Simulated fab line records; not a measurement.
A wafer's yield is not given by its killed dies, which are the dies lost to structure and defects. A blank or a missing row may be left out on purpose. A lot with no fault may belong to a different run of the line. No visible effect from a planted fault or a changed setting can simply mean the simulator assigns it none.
8D (eight disciplines) problem report, filled in by code	flow n5Finfet	the parts of the form that need people (team, actions taken, sign-off) are left out

== 1. PROBLEM STATEMENT ==
RS_NWELL at N5_BEOL_M4_RC_MEAS_101 reads a mean of 1428 ohm/sq on 6 wafers of 2 lots; wafers without a fault read 1036 ohm/sq with a standard deviation of 6.2. That is +63 standard deviations from the usual mean.
First seen on wafer L914.2, day 10 15:25, on prober-01. The record holds 33 wafers of 11 lots with a number at this step. Rule for "out", or "out of limits": more than 4 standard deviations from the usual mean. All remaining wafers that have a number are taken as sound.

== 2. WHAT IT IS, WHAT IT ISN'T ==
question	is	is not
which readings at this step	RS_NWELL	DIBL_N, DIBL_P, IOFF_N, IOFF_P, ION_P, SS_N, SS_P
which lots	L914, L916	L905, L906, L908, L909, L910, L921, L923, L927, L928
which wafers of those lots	all that have a number	-
read on which gauges	prober-01, prober-02	-
when	from day 10 15:25	up to then (15 sound wafers); but 12 sound wafers of L921, L923, L927, L928 came after

== 3. SUSPECTS, AND WHAT RULES EACH OUT ==
Counting: a tool at any process step up to the reading remains a suspect when it ran all the lots that are out and ran no sound lot after the first of those.
- the gauge at N5_BEOL_M4_RC_MEAS_101 has been ruled out. The wafers that are out were read on 2 gauges (prober-01, prober-02).
- implanter-02 at N5_WELL_APT_IMPLANT_14: ruled out as a lasting fault. Following L914 (day 3 19:47), the first lot on it that is out, the sound lots L928 were run on it.
Left after counting: nothing in the record.

== 4. THE CAUSE (what the simulator had put in) ==
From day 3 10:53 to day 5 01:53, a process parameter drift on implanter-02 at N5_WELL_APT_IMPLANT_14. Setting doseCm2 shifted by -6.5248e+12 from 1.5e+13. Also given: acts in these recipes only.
Counting ruled it out, wrongly: the rule takes a fault to strike every lot that its tool runs from its start on, and this one did not.

== 5. THE CHAIN OF EFFECTS, in route order ==
Each row: a reading where the mean over the struck wafers with a number is more than 3 standard deviations away from the usual. Only readings whose record carries a usual standard deviation are examined. hours: median over the lots of the time between each lot's start at the first step of this table that gives one and its start at this step. sigmas: the change, counted in usual standard deviations.
hours	step	reading	usual	on struck wafers	change	sigmas
0	N5_WELL_APT_IMPLANT_14	doseIonsCm2	1.4997e+13	8.4867e+12	-6.5103e+12	-99 or more
0	N5_WELL_APT_IMPLANT_14	faradayCurrentUA	191	108	-82	-21
162	N5_BEOL_M4_RC_MEAS_101	RS_NWELL	1036 ohm/sq	1428	+392	+63
Its process steps:
- N5_WELL_APT_IMPLANT_14

== 6. HOW IT WOULD HAVE BEEN CAUGHT EARLIER ==
Counted from the fault's start at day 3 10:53, it took 173 hours until the first out-of-limits reading at a measuring or inspecting step in this record, taken at day 10 15:25.
At N5_WELL_APT_IMPLANT_14, the tool's own readings (doseIonsCm2, faradayCurrentUA) were out on each struck wafer the step has a row for, so an alarm limit on them would have fired on the first such wafer.
